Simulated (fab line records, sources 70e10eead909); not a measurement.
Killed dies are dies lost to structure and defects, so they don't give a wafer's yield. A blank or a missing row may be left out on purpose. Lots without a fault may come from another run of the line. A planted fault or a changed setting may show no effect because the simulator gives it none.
fab line records | flow nand_harc
record lots=24 wafers=72 last_day=24
route steps=1159 shown P_BONDPAD@379 A_ZERO_WELL@411 A_CHANNEL_HOLE_D1@472 A_CHANNEL_FILL_D1@494
lots that met no fault: from a run of the same line without faults
start_h: hours from the record's first day to the start of the lot's first wafer shown | wait_h: hours since the lot's step before | " the same as in the row above | L1.1+2: a row that stands for several wafers | - no value, or no start given | * or withheld: withheld | < > ~ a bound
route shown NAME@n: a module of which the file shows steps, and the number in the route of the first | usual: mean/standard deviation of fault-free wafers | same: alike in all rows | chamber/n: place in a boat | sites: the reading at each site | _std_site: their standard deviation | _edge_site: outer sites' mean less inner sites' | radius_mm: how far each site lies from the wafer's centre | mask NAME#n: copy n | behind: the tool/chamber that last shaped the wafer | hold: why the lot was held/for how many hours/how that ended | device: the transistor (n, p or np) that didn't switch | end of line: the same wafers' tests at the end of the route | a step without rows: its recipe alone | killed: dies lost to structure and defects at the first sort, not the wafer's yield | map: a wafer's dies, x killed, . not, _ none there
set.NAME: the setting as run; set.NAME@STEP: as run at that earlier step | model.NAME: the simulator's own value behind a step, which no gauge read
steps of the route over a sample of lots; a table a step, a row a wafer
services: from which hour (start_h, from the record's first day; less than 0 if before it) a tool's chamber was out of use, for how many hours, and why
## steps
# step NHARC_P_BONDPAD_ANNEAL_28
# recipe temp_c=225 time_s=90
# usual anneal_temp_c=225.02/0.16 wafer_temp_C_max=226.1/0.6
# columns lot.wafer tool chamber start_h wait_h anneal_temp_c wafer_temp_C_max
L074.4 rtp_anneal-01 0 133.51 0.4 225.04 225.7
L074.5 " 0 " " 224.94 225.7
L074.6 " 0 " " 224.76 225.3
L075.1 rtp_anneal-02 0 145.15 0.4 225.04 227.0
L075.5 " 0 " " 225.25 226.4
L075.6 " 0 " " 225.06 226.7
L077.1 rtp_anneal-01 0 154.54 - 224.93 225.9
L077.2 " 0 " " 224.69 225.9
L077.4 " 0 " " 224.90 225.7
L076.3 rtp_anneal-02 0 155.47 - 225.21 227.0
L076.5 " 0 " " 225.09 226.9
L076.6 " 0 " " 225.20 227.1
L078.4 rtp_anneal-02 0 156.52 - 225.11 226.5
L078.5 " 0 " " 225.03 226.7
L078.6 " 0 " " 225.20 225.7
L081.1 rtp_anneal-02 0 163.40 0.6 225.05 226.2
L081.2 " 0 " " 225.35 226.7
L081.4 " 0 " " 224.94 226.7
L079.1 rtp_anneal-02 0 163.78 0.3 225.17 227.5
L079.2 " 0 " " 225.10 226.3
L079.6 " 0 " " 225.24 226.9
L080.3 rtp_anneal-02 0 167.78 - 225.13 226.9
L080.5 " 0 " " 224.69 226.8
L080.6 " 0 " " 224.82 227.1
L082.4 rtp_anneal-02 0 181.09 0.3 224.82 226.0
L082.5 " 0 " " 224.99 226.3
L082.6 " 0 " " 224.98 227.1
L083.4 rtp_anneal-01 0 187.95 - 224.99 225.6
L083.5 " 0 " " 225.10 225.6
L083.6 " 0 " " 225.07 225.7
L084.1 rtp_anneal-01 0 188.92 - 225.29 225.5
L084.2 " 0 " " 225.03 225.9
L084.4 " 0 " " 224.98 225.6
L085.2 rtp_anneal-01 0 196.05 - 224.79 225.5
L085.4 " 0 " " 225.11 225.7
L085.6 " 0 " " 224.91 225.6
L088.1 rtp_anneal-01 0 208.89 0.3 224.88 225.5
L088.3 " 0 " " 224.81 225.6
L088.6 " 0 " " 225.01 225.5
L087.1 rtp_anneal-02 0 211.49 0.3 224.92 227.2
L087.5 " 0 " " 224.93 227.0
L087.6 " 0 " " 224.76 227.1
L086.1 rtp_anneal-02 0 212.30 0.4 225.12 226.2
L086.3 " 0 " " 225.18 226.8
L086.6 " 0 " " 225.18 226.6
L089.4 rtp_anneal-01 0 220.70 - 224.76 225.8
L089.5 " 0 " " 224.93 225.9
L089.6 " 0 " " 224.95 225.7
L090.1 rtp_anneal-01 0 221.42 0.3 224.86 225.3
L090.4 " 0 " " 224.85 225.4
L090.5 " 0 " " 225.14 225.5
L091.1 rtp_anneal-02 0 228.47 0.6 225.22 226.0
L091.3 " 0 " " 224.84 227.1
L091.4 " 0 " " 225.25 227.1
L092.1 rtp_anneal-01 0 238.79 - 224.89 225.9
L092.2 " 0 " " 224.91 225.7
L092.5 " 0 " " 225.14 225.5
L093.1 rtp_anneal-01 0 242.90 - 225.07 225.9
L093.3 " 0 " " 224.83 225.7
L093.4 " 0 " " 224.95 225.9
L094.1 rtp_anneal-01 0 254.47 0.3 225.02 225.5
L094.2 " 0 " " 225.24 225.5
L094.4 " 0 " " 225.13 225.6
L095.3 rtp_anneal-01 0 259.05 0.3 225.22 225.9
L095.4 " 0 " " 224.68 225.7
L095.6 " 0 " " 225.14 225.7
L096.1 rtp_anneal-01 0 260.24 - 224.98 225.7
L096.2 " 0 " " 225.02 225.9
L096.6 " 0 " " 225.16 225.4
L097.1 rtp_anneal-01 0 276.76 - 225.00 225.2
L097.2 " 0 " " 225.43 225.5
L097.4 " 0 " " 224.96 225.5
# step NHARC_A_ZERO_WELL_RTA_16
# recipe temp_c=1000 time_s=10
# usual lamp_power_pct=32/3.5 wafer_temp_C_max=1005.3/2.6
# columns lot.wafer tool chamber start_h wait_h lamp_power_pct wafer_temp_C_max
L074.4 rtp_anneal-02 0 136.91 - 35 1008.5
L074.5 " 0 " " 35 1005.1
L074.6 " 0 " " 35 1006.8
L075.1 rtp_anneal-02 0 148.52 - 35 1006.8
L075.5 " 0 " " 35 1007.2
L075.6 " 0 " " 35 1007.3
L077.1 rtp_anneal-02 0 158.04 - 35 1010.1
L077.2 " 0 " " 35 1007.9
L077.4 " 0 " " 35 1007.0
L076.3 rtp_anneal-01 0 158.95 - 28 1003.2
L076.5 " 0 " " 28 1002.8
L076.6 " 0 " " 28 1002.6
L078.4 rtp_anneal-01 0 159.99 - 28 1001.4
L078.5 " 0 " " 28 1002.6
L078.6 " 0 " " 28 1003.3
L081.1 rtp_anneal-01 0 166.94 - 28 1003.3
L081.2 " 0 " " 28 1003.8
L081.4 " 0 " " 28 1002.7
L079.1 rtp_anneal-01 0 167.31 - 28 1006.1
L079.2 " 0 " " 28 1003.8
L079.6 " 0 " " 28 1003.4
L080.3 rtp_anneal-02 0 171.29 - 35 1009.0
L080.5 " 0 " " 35 1007.3
L080.6 " 0 " " 35 1013.5
L082.4 rtp_anneal-02 0 184.59 - 35 1005.8
L082.5 " 0 " " 35 1009.4
L082.6 " 0 " " 35 1006.9
L083.4 rtp_anneal-02 0 191.24 - 35 1006.5
L083.5 " 0 " " 35 1007.5
L083.6 " 0 " " 35 1009.9
L084.1 rtp_anneal-02 0 192.40 - 35 1008.4
L084.2 " 0 " " 35 1008.0
L084.4 " 0 " " 35 1006.5
L085.2 rtp_anneal-01 0 199.37 - 28 1002.4
L085.4 " 0 " " 28 1003.0
L085.6 " 0 " " 28 1002.6
L088.1 rtp_anneal-01 0 212.36 - 28 1003.0
L088.3 " 0 " " 28 1001.6
L088.6 " 0 " " 28 1002.2
L087.1 rtp_anneal-02 0 214.97 - 35 1006.8
L087.5 " 0 " " 35 1009.2
L087.6 " 0 " " 35 1007.5
L086.1 rtp_anneal-02 0 215.78 - 35 1007.2
L086.3 " 0 " " 35 1009.8
L086.6 " 0 " " 35 1006.2
L089.4 rtp_anneal-01 0 224.25 - 28 1002.0
L089.5 " 0 " " 28 1003.2
L089.6 " 0 " " 28 1002.3
L090.1 rtp_anneal-01 0 224.88 - 28 1002.4
L090.4 " 0 " " 28 1002.3
L090.5 " 0 " " 28 1002.3
L091.1 rtp_anneal-02 0 231.94 - 35 1006.6
L091.3 " 0 " " 35 1007.2
L091.4 " 0 " " 35 1006.1
L092.1 rtp_anneal-01 0 242.14 - 28 1002.8
L092.2 " 0 " " 28 1002.3
L092.5 " 0 " " 28 1002.8
L093.1 rtp_anneal-01 0 246.35 - 28 1002.5
L093.3 " 0 " " 28 1003.9
L093.4 " 0 " " 28 1003.1
L094.1 rtp_anneal-01 0 258.01 - 28 1003.3
L094.2 " 0 " " 28 1003.8
L094.4 " 0 " " 28 1002.5
L095.3 rtp_anneal-02 0 262.45 - 35 1010.0
L095.4 " 0 " " 35 1009.7
L095.6 " 0 " " 35 1006.0
L096.1 rtp_anneal-01 0 263.73 - 28 1003.7
L096.2 " 0 " " 28 1002.8
L096.6 " 0 " " 28 1003.9
L097.1 rtp_anneal-02 0 280.27 - 35 1007.3
L097.2 " 0 " " 35 1006.9
L097.4 " 0 " " 35 1007.8
# step NHARC_A_CHANNEL_HOLE_D1_ETCH_20
# recipe bias_v=3000 source_w=withheld pressure_mtorr=20 time_s=361.9 ar_flow_sccm=375 c4f8_flow_sccm=89.3 o2_flow_sccm=35.7 temp_c=-20 target_depth_a=16000 chemistry=C4F8/O2/Ar
# usual drypump_motor_current_A=5.4/0.42 showerhead_plenum_p_Torr=3.64/0.1 throttle_valve_pct=32.155/0.0094
# columns lot.wafer tool chamber start_h wait_h drypump_motor_current_A rf_hours_counter_h showerhead_plenum_p_Torr throttle_valve_pct
L074.4 har_etch-02 1 174.18 0.2 5.3 - 3.55 32.158
L074.5 " 1 " " 5.3 - 3.55 32.154
L074.6 " 0 " " 5.9 - 3.80 32.152
L077.2 har_etch-02 1 193.72 0.1 5.3 103 3.55 32.174
L077.1 " 0 " " 5.8 103 3.80 32.155
L077.4 " 0 " " 5.9 - 3.80 32.159
L076.3 har_etch-01 1 194.13 0.2 4.7 - 3.66 32.153
L076.6 " 1 " " 4.7 - 3.66 32.155
L076.5 " 0 " " 5.7 - 3.60 32.157
L078.4 har_etch-02 0 198.00 0.2 5.9 - 3.79 32.139
L078.6 " 0 " " 5.9 - 3.80 32.144
L078.5 " 1 " " 5.3 - 3.54 32.152
L075.1 har_etch-01 0 198.25 0.1 5.7 192 3.60 32.155
L075.6 " 1 " " 4.7 - 3.66 32.144
L075.5 " 0 " " 5.7 - 3.60 32.161
L079.1 har_etch-02 0 208.34 0.1 5.9 114 3.79 32.156
L079.2 " 1 " " 5.3 114 3.54 32.155
L079.6 " 0 " " 5.9 - 3.79 32.158
L081.1 har_etch-01 0 208.81 0.1 5.7 199 3.60 32.150
L081.2 " 1 " " 4.7 199 3.66 32.146
L081.4 " 1 " " 4.7 - 3.66 32.154
L080.3 har_etch-02 0 212.62 0.2 5.9 - 3.79 32.157
L080.5 " 0 " " 5.9 - 3.79 32.151
L080.6 " 1 " " 5.3 - 3.54 32.154
L082.4 har_etch-02 1 224.53 0.2 5.3 - 3.54 32.163
L082.6 " 0 " " 5.9 - 3.79 32.163
L082.5 " 1 " " 5.3 - 3.54 32.154
L084.2 har_etch-01 0 232.11 0.1 5.7 206 3.60 32.155
L084.1 " 1 " " 4.7 206 3.65 32.146
L084.4 " 0 " " 5.7 - 3.60 32.168
L083.4 har_etch-02 0 232.36 0.2 5.9 - 3.78 32.165
L083.6 " 0 " " 5.9 - 3.78 32.137
L083.5 " 1 " " 5.3 - 3.53 32.170
L085.2 har_etch-02 0 246.57 0.1 5.9 135 3.78 32.163
L085.4 " 0 " " 5.9 - 3.78 32.159
L085.6 " 0 " " 5.9 - 3.78 32.149
L088.1 har_etch-01 1 255.74 0.1 4.7 216 3.65 32.169
L088.3 " 0 " " 5.7 - 3.59 32.164
L088.6 " 1 " " 4.7 - 3.65 32.156
L087.1 har_etch-02 0 255.81 0.1 5.9 139 3.78 32.156
L087.5 " 0 " " 5.9 - 3.78 32.142
L087.6 " 1 " " 5.3 - 3.53 32.147
L086.1 har_etch-01 0 259.92 0.1 5.7 220 3.59 32.144
L086.3 " 1 " " 4.8 - 3.65 32.158
L086.6 " 0 " " 5.7 - 3.59 32.149
L089.4 har_etch-02 0 262.40 0.2 5.9 - 3.77 32.159
L089.6 " 0 " " 5.9 - 3.77 32.177
L089.5 " 1 " " 5.3 - 3.52 32.147
L090.1 har_etch-01 0 264.12 0.1 5.7 224 3.59 32.140
L090.4 " 1 " " 4.7 - 3.64 32.161
L090.5 " 0 " " 5.7 - 3.59 32.156
L091.1 har_etch-02 0 272.17 0.1 5.8 150 3.77 32.171
L091.4 " 0 " " 5.9 - 3.77 32.148
L091.3 " 1 " " 5.4 - 3.52 32.173
L092.1 har_etch-01 1 280.72 0.1 4.7 231 3.64 32.151
L092.2 " 0 " " 5.7 231 3.58 32.163
L092.5 " 1 " " 4.8 - 3.64 32.160
L093.1 har_etch-02 0 284.81 0.1 5.9 154 3.77 32.157
L093.4 " 1 " " 5.3 - 3.52 32.159
L093.3 " 0 " " 5.9 - 3.77 32.161
L094.2 har_etch-01 0 299.70 0.1 5.7 235 3.58 32.159
L094.1 " 1 " " 4.8 235 3.64 32.162
L094.4 " 0 " " 5.6 - 3.58 32.157
L096.1 har_etch-02 1 300.96 0.1 5.3 158 3.52 32.150
L096.2 " 0 " " 5.9 158 3.77 32.161
L096.6 " 1 " " 5.3 - 3.52 32.168
L095.3 har_etch-01 0 303.95 0.2 5.7 - 3.58 32.161
L095.4 " 1 " " 4.7 - 3.64 32.154
L095.6 " 1 " " 4.7 - 3.64 32.139
L097.2 har_etch-02 0 321.90 0.1 5.9 172 3.76 32.147
L097.1 " 1 " " 5.3 172 3.51 32.149
L097.4 " 0 " " 5.9 - 3.76 32.145
# step NHARC_A_CHANNEL_HOLE_D1_ETCH_21
# recipe bias_v=3000 source_w=withheld pressure_mtorr=20 time_s=514.3 ar_flow_sccm=375 c4f8_flow_sccm=89.3 o2_flow_sccm=35.7 temp_c=-20 target_depth_a=16000 chemistry=C4F8/O2/Ar
# usual drypump_motor_current_A=5.4/0.42 showerhead_plenum_p_Torr=3.64/0.1 throttle_valve_pct=32.156/0.009
# columns lot.wafer tool chamber start_h wait_h drypump_motor_current_A rf_hours_counter_h showerhead_plenum_p_Torr throttle_valve_pct
L074.4 har_etch-02 1 174.53 0.3 5.3 - 3.55 32.140
L074.5 " 1 " " 5.3 - 3.55 32.156
L074.6 " 0 " " 5.9 - 3.80 32.167
L077.2 har_etch-02 1 194.04 0.3 5.3 103 3.55 32.174
L077.1 " 0 " " 5.9 103 3.80 32.149
L077.4 " 0 " " 5.9 - 3.80 32.151
L076.3 har_etch-01 1 194.49 0.3 4.7 - 3.66 32.149
L076.6 " 1 " " 4.8 - 3.66 32.147
L076.5 " 0 " " 5.7 - 3.61 32.152
L078.4 har_etch-02 0 198.36 0.3 5.9 - 3.79 32.146
L078.6 " 0 " " 5.9 - 3.79 32.144
L078.5 " 1 " " 5.3 - 3.54 32.156
L075.1 har_etch-01 0 198.58 0.3 5.7 193 3.60 32.171
L075.6 " 1 " " 4.7 - 3.66 32.169
L075.5 " 0 " " 5.7 - 3.60 32.168
L079.1 har_etch-02 0 208.66 0.3 5.9 114 3.79 32.167
L079.2 " 1 " " 5.3 114 3.54 32.151
L079.6 " 0 " " 6.0 - 3.79 32.170
L081.1 har_etch-01 0 209.11 0.3 5.7 200 3.60 32.166
L081.2 " 1 " " 4.7 200 3.66 32.149
L081.4 " 1 " " 4.7 - 3.66 32.162
L080.3 har_etch-02 0 212.98 0.3 5.9 - 3.79 32.150
L080.5 " 0 " " 5.9 - 3.79 32.154
L080.6 " 1 " " 5.3 - 3.54 32.157
L082.4 har_etch-02 1 224.91 0.3 5.3 - 3.54 32.181
L082.6 " 0 " " 5.9 - 3.79 32.155
L082.5 " 1 " " 5.3 - 3.53 32.149
L084.2 har_etch-01 0 232.42 0.3 5.6 207 3.60 32.157
L084.1 " 1 " " 4.8 207 3.65 32.149
L084.4 " 0 " " 5.7 - 3.60 32.151
L083.4 har_etch-02 0 232.72 0.3 5.9 - 3.78 32.150
L083.6 " 0 " " 5.9 - 3.78 32.162
L083.5 " 1 " " 5.3 - 3.53 32.148
L085.2 har_etch-02 0 246.90 0.3 5.9 136 3.78 32.137
L085.4 " 0 " " 5.9 - 3.78 32.160
L085.6 " 0 " " 5.9 - 3.78 32.152
L088.1 har_etch-01 1 256.06 0.3 4.7 217 3.65 32.160
L088.3 " 0 " " 5.7 - 3.59 32.155
L088.6 " 1 " " 4.7 - 3.65 32.148
L087.1 har_etch-02 0 256.12 0.3 5.9 140 3.78 32.138
L087.5 " 0 " " 6.0 - 3.78 32.164
L087.6 " 1 " " 5.3 - 3.53 32.162
L086.1 har_etch-01 0 260.24 0.3 5.7 220 3.59 32.161
L086.3 " 1 " " 4.7 - 3.65 32.161
L086.6 " 0 " " 5.7 - 3.59 32.159
L089.4 har_etch-02 0 262.75 0.3 5.9 - 3.77 32.146
L089.6 " 0 " " 5.9 - 3.77 32.169
L089.5 " 1 " " 5.3 - 3.52 32.169
L090.1 har_etch-01 0 264.46 0.3 5.7 224 3.59 32.165
L090.4 " 1 " " 4.7 - 3.64 32.157
L090.5 " 0 " " 5.7 - 3.59 32.155
L091.1 har_etch-02 0 272.49 0.3 5.9 150 3.77 32.161
L091.4 " 0 " " 5.9 - 3.77 32.156
L091.3 " 1 " " 5.3 - 3.52 32.163
L092.1 har_etch-01 1 281.03 0.3 4.8 231 3.64 32.154
L092.2 " 0 " " 5.7 231 3.58 32.143
L092.5 " 1 " " 4.7 - 3.64 32.148
L093.1 har_etch-02 0 285.15 0.3 5.9 154 3.77 32.152
L093.4 " 1 " " 5.3 - 3.52 32.150
L093.3 " 0 " " 5.9 - 3.77 32.154
L094.2 har_etch-01 0 300.02 0.3 5.7 235 3.58 32.163
L094.1 " 1 " " 4.7 235 3.64 32.152
L094.4 " 0 " " 5.7 - 3.58 32.141
L096.1 har_etch-02 1 301.28 0.3 5.3 158 3.52 32.156
L096.2 " 0 " " 5.9 158 3.77 32.156
L096.6 " 1 " " 5.3 - 3.52 32.156
L095.3 har_etch-01 0 304.31 0.3 5.7 - 3.58 32.140
L095.4 " 1 " " 4.7 - 3.64 32.136
L095.6 " 1 " " 4.7 - 3.64 32.156
L097.2 har_etch-02 0 322.21 0.3 5.9 173 3.76 32.155
L097.1 " 1 " " 5.3 173 3.51 32.148
L097.4 " 0 " " 5.9 - 3.76 32.146
# step NHARC_A_CHANNEL_HOLE_D1_ETCH_44
# recipe target_depth_a=1400 overetch_a=140 time_s=77 ion_energy_ev=100 cf4_flow_sccm=80 o2_flow_sccm=20 ar_flow_sccm=0 rf_w=300 bias_w=100 chemistry=CF4/O2
# usual drypump_motor_current_A=5.5/0.49 oes_product_au=1.002/0.0098 rf_vpp_V=198.1/1.2 showerhead_plenum_p_Torr=1.35/0.044 throttle_valve_pct=13.398/0.01
# columns lot.wafer tool chamber start_h wait_h drypump_motor_current_A oes_product_au rf_hours_counter_h rf_vpp_V showerhead_plenum_p_Torr throttle_valve_pct
L074.4 rie_diel-11 0 178.67 0.1 5.6 1.015 11 199.3 1.42 13.390
L074.6 " 2 " " 4.6 0.995 - 197.6 1.28 13.398
L074.5 " 3 " " 5.3 0.998 - 199.7 1.41 13.402
L077.1 rie_diel-01 0 198.34 0.1 5.1 1.007 5 197.7 1.30 13.396
L077.4 " 1 " " 6.5 1.006 5 197.9 1.37 13.419
L077.2 " 2 " " 5.3 0.991 5 199.4 1.39 13.395
L076.3 rie_diel-13 1 198.66 0.1 5.8 1.005 6 199.0 1.37 13.403
L076.5 " 2 " " 5.5 0.972 - 199.0 1.39 13.404
L076.6 " 3 " " 5.8 1.007 - 198.2 1.32 13.417
L078.4 rie_diel-01 0 202.53 0.1 5.1 1.005 5 196.0 1.30 13.392
L078.5 " 3 " " 5.2 0.999 - 198.3 1.31 13.405
L078.6 " 0 " " 5.1 0.992 - 196.5 1.30 13.409
L075.1 rie_diel-13 1 202.85 0.1 5.8 1.004 6 198.6 1.37 13.390
L075.5 " 3 " " 5.9 1.004 - 198.2 1.32 13.382
L075.6 " 0 " " 4.9 1.017 - 199.3 1.40 13.391
L079.2 rie_diel-13 3 212.97 0.1 5.9 0.999 6 197.6 1.32 13.394
L079.1 " 0 " " 4.9 1.006 6 199.4 1.40 13.401
L079.6 " 3 " " 5.8 0.995 - 196.5 1.32 13.402
L081.1 rie_diel-01 2 213.41 0.1 5.3 0.991 6 199.1 1.39 13.400
L081.2 " 3 " " 5.2 0.996 6 197.8 1.31 13.395
L081.4 " 1 " " 6.5 1.004 6 198.2 1.37 13.394
L080.3 rie_diel-01 3 217.11 0.0 5.2 1.006 6 197.3 1.31 13.415
L080.6 " 3 " " 5.2 1.003 - 196.6 1.31 13.405
L080.5 " 0 " " 5.1 0.996 - 197.7 1.30 13.411
L082.4 rie_diel-01 3 229.01 0.1 5.2 1.002 7 197.2 1.31 13.397
L082.6 " 1 " " 6.5 1.000 - 199.0 1.37 13.396
L082.5 " 2 " " 5.3 1.001 - 200.2 1.39 13.403
L084.2 rie_diel-01 1 236.75 0.1 6.5 1.007 8 197.6 1.37 13.388
L084.4 " 2 " " 5.3 1.009 8 199.1 1.39 13.398
L084.1 " 0 " " 5.1 1.012 7 196.8 1.30 13.394
L083.4 rie_diel-11 2 236.87 0.1 4.6 1.003 3 196.6 1.28 13.405
L083.6 " 1 " " 5.8 1.038 - 196.9 1.30 13.402
L083.5 " 2 " " 4.7 1.007 - 195.3 1.28 13.391
L085.4 rie_diel-13 0 251.14 0.0 4.9 1.006 9 198.2 1.40 13.408
L085.2 " 1 " " 5.8 1.007 10 197.5 1.37 13.416
L085.6 " 0 " " 4.9 1.009 - 198.3 1.40 13.395
L088.1 rie_diel-13 2 260.37 0.1 5.5 0.988 11 197.6 1.39 13.380
L088.3 " 1 " " 5.8 1.007 11 197.6 1.37 13.381
L088.6 " 3 " " 5.9 1.007 - 196.9 1.32 13.387
L087.1 rie_diel-11 0 260.43 0.1 5.6 1.004 4 200.3 1.42 13.403
L087.6 " 2 " " 4.7 0.996 - 196.7 1.28 13.408
L087.5 " 3 " " 5.3 1.010 - 199.6 1.41 13.381
L086.1 rie_diel-01 3 264.51 0.1 5.2 0.996 11 196.6 1.31 13.401
L086.3 " 1 " " 6.5 0.998 9 199.0 1.37 13.390
L086.6 " 3 " " 5.2 0.993 - 198.0 1.31 13.406
L089.4 rie_diel-13 2 266.95 0.1 5.5 0.985 11 198.5 1.39 13.387
L089.6 " 1 " " 5.8 0.998 - 197.2 1.37 13.385
L089.5 " 2 " " 5.5 0.981 - 199.3 1.39 13.399
L090.1 rie_diel-13 0 268.67 0.1 4.9 1.011 10 199.4 1.40 13.406
L090.4 " 1 " " 5.8 1.000 11 199.0 1.37 13.410
L090.5 " 1 " " 5.8 1.001 - 196.8 1.37 13.390
L091.4 rie_diel-11 1 276.79 0.0 5.8 1.011 6 197.1 1.30 13.383
L091.1 " 3 " " 5.3 1.003 6 198.0 1.41 13.402
L091.3 " 0 " " 5.6 1.013 5 198.8 1.42 13.403
L092.2 rie_diel-01 1 285.32 0.0 6.5 1.004 10 198.1 1.37 13.410
L092.1 " 2 " " 5.3 1.005 13 198.9 1.39 13.401
L092.5 " 1 " " 6.5 0.999 - 197.7 1.37 13.390
L093.3 rie_diel-01 3 289.38 0.1 5.2 0.992 13 198.1 1.31 13.390
L093.1 " 0 " " 5.1 0.997 12 197.2 1.30 13.378
L093.4 " 1 " " 6.4 0.995 10 199.2 1.37 13.378
L094.2 rie_diel-13 0 304.31 0.1 4.9 0.994 1 198.4 1.40 13.392
L094.4 " 1 " " 5.8 0.998 1 198.6 1.37 13.395
L094.1 " 2 " " 5.5 0.986 1 199.0 1.39 13.397
L096.1 rie_diel-11 3 305.57 0.1 5.3 1.004 8 199.9 1.41 13.384
L096.2 " 1 " " 5.8 1.014 8 196.9 1.30 13.405
L096.6 " 2 " " 4.7 0.982 - 195.8 1.28 13.384
L095.3 rie_diel-01 2 308.49 0.1 5.3 1.000 13 199.8 1.39 13.399
L095.4 " 3 " " 5.2 0.999 15 197.7 1.31 13.420
L095.6 " 2 " " 5.3 0.999 - 199.0 1.39 13.395
L097.2 rie_diel-13 3 326.48 0.1 5.8 1.021 2 197.2 1.32 13.394
L097.1 " 0 " " 4.9 1.001 2 199.1 1.40 13.394
L097.4 " 1 " " 5.8 1.003 2 200.2 1.37 13.386
# step NHARC_A_CHANNEL_FILL_D1_ALD_14
# recipe target_thk_a=25 pulse_time_s=10 ald_cycles=25 temp_c=300 material=SiO2
# usual heater_power_w=490/50 precursor_pulse_height_rel=1.002/0.021
# columns lot.wafer tool chamber start_h wait_h heater_power_w precursor_pulse_height_rel
L074.4 ald_hk-03 2 187.30 0.1 452 0.981
L074.6 " 1 " " 447 0.988
L074.5 " 2 " " 446 1.000
L077.4 ald_hk-04 3 207.77 1.3 450 0.971
L077.1 " 0 " " 487 0.977
L077.2 " 2 " " 523 1.026
L076.3 ald_hk-04 0 208.03 1.5 497 1.020
L076.6 " 3 " " 450 1.030
L076.5 " 0 " " 496 1.037
L075.1 ald_hk-02 0 214.44 0.1 407 1.003
L075.6 " 2 " " 525 0.972
L075.5 " 3 " " 552 0.963
L078.4 ald_hk-03 2 214.57 0.3 458 0.990
L078.6 " 2 " " 433 0.993
L078.5 " 3 " " 518 1.014
L081.1 ald_hk-02 2 221.09 0.0 518 0.995
L081.4 " 0 " " 417 1.015
L081.2 " 1 " " 473 0.990
L079.2 ald_hk-04 1 221.09 0.0 588 1.022
L079.1 " 2 " " 508 0.985
L079.6 " 1 " " 586 1.022
L080.3 ald_hk-02 2 225.78 0.0 520 1.014
L080.6 " 2 " " 521 0.985
L080.5 " 3 " " 561 0.973
L082.4 ald_hk-03 3 239.68 2.5 513 1.022
L082.6 " 2 " " 443 0.996
L082.5 " 3 " " 509 0.991
L083.4 ald_hk-04 3 247.14 0.3 457 1.024
L083.5 " 1 " " 577 1.006
L083.6 " 2 " " 523 0.981
L084.2 ald_hk-03 1 247.16 0.3 441 1.017
L084.1 " 3 " " 516 0.995
L084.4 " 0 " " 476 1.012
L085.2 ald_hk-03 1 260.63 0.0 446 1.015
L085.4 " 0 " " 487 1.037
L085.6 " 2 " " 452 1.001
L087.1 ald_hk-02 2 268.60 0.0 518 0.986
L087.5 " 2 " " 519 1.018
L087.6 " 3 " " 555 1.007
L088.3 ald_hk-03 3 268.60 0.0 513 1.005
L088.1 " 0 " " 469 0.977
L088.6 " 0 " " 479 1.023
L086.3 ald_hk-04 3 274.30 1.6 437 0.989
L086.1 " 2 " " 496 1.016
L086.6 " 3 " " 454 1.026
L089.4 ald_hk-03 0 274.42 1.7 476 0.970
L089.6 " 1 " " 448 0.999
L089.5 " 2 " " 450 0.965
L090.4 ald_hk-04 3 276.83 0.1 443 1.014
L090.1 " 1 " " 593 0.981
L090.5 " 2 " " 527 1.022
L091.3 ald_hk-04 2 284.97 0.1 518 1.015
L091.1 " 3 " " 459 1.013
L091.4 " 0 " " 500 0.985
L092.2 ald_hk-02 0 293.56 0.0 414 0.962
L092.1 " 3 " " 570 1.016
L092.5 " 1 " " 450 0.986
L093.4 ald_hk-02 1 297.63 0.1 478 1.007
L093.3 " 2 " " 497 0.986
L093.1 " 3 " " 574 0.937
L094.1 ald_hk-03 3 312.53 0.0 523 0.977
L094.2 " 0 " " 483 0.997
L094.4 " 1 " " 431 0.968
L096.2 ald_hk-02 3 312.57 0.1 572 0.995
L096.1 " 1 " " 455 1.037
L096.6 " 3 " " 576 0.990
L095.4 ald_hk-04 3 316.71 0.1 447 0.988
L095.3 " 1 " " 599 0.996
L095.6 " 0 " " 503 0.980
L097.1 ald_hk-02 1 335.40 0.1 466 1.020
L097.2 " 2 " " 505 1.014
L097.4 " 3 " " 569 1.007
## services
# columns tool chamber start_h hours kind
rie_diel-13 0 117.00 17.6 repair
har_etch-01 - 122.71 0.9 repair
rie_diel-11 1 123.24 2.7 repair
rie_diel-01 - 137.92 9.0 pm
ald_hk-03 - 144.43 10.0 pm
rie_diel-13 3 159.07 8.3 repair
ald_hk-04 - 187.09 10.0 pm
rie_diel-11 3 189.28 12.8 repair
rie_diel-11 - 189.50 9.0 pm
rie_diel-11 - 212.41 1.0 repair
rie_diel-13 3 218.81 6.7 repair
har_etch-02 - 237.50 2.2 repair
rie_diel-01 1 242.32 12.9 repair
ald_hk-04 - 268.88 1.3 repair
rie_diel-13 - 276.00 9.0 pm
ald_hk-02 - 284.89 3.0 repair
rie_diel-01 0 295.76 3.9 repair
rie_diel-01 2 297.29 9.3 repair
rtp_anneal-02 - 300.00 12.0 pm
har_etch-01 - 307.91 17.0 pm
har_etch-01 0 307.91 17.0 vent_cycle
rie_diel-01 - 314.92 9.0 pm
ald_hk-03 - 322.43 10.0 pm
rie_diel-11 3 324.09 12.4 repair
## key
fault none
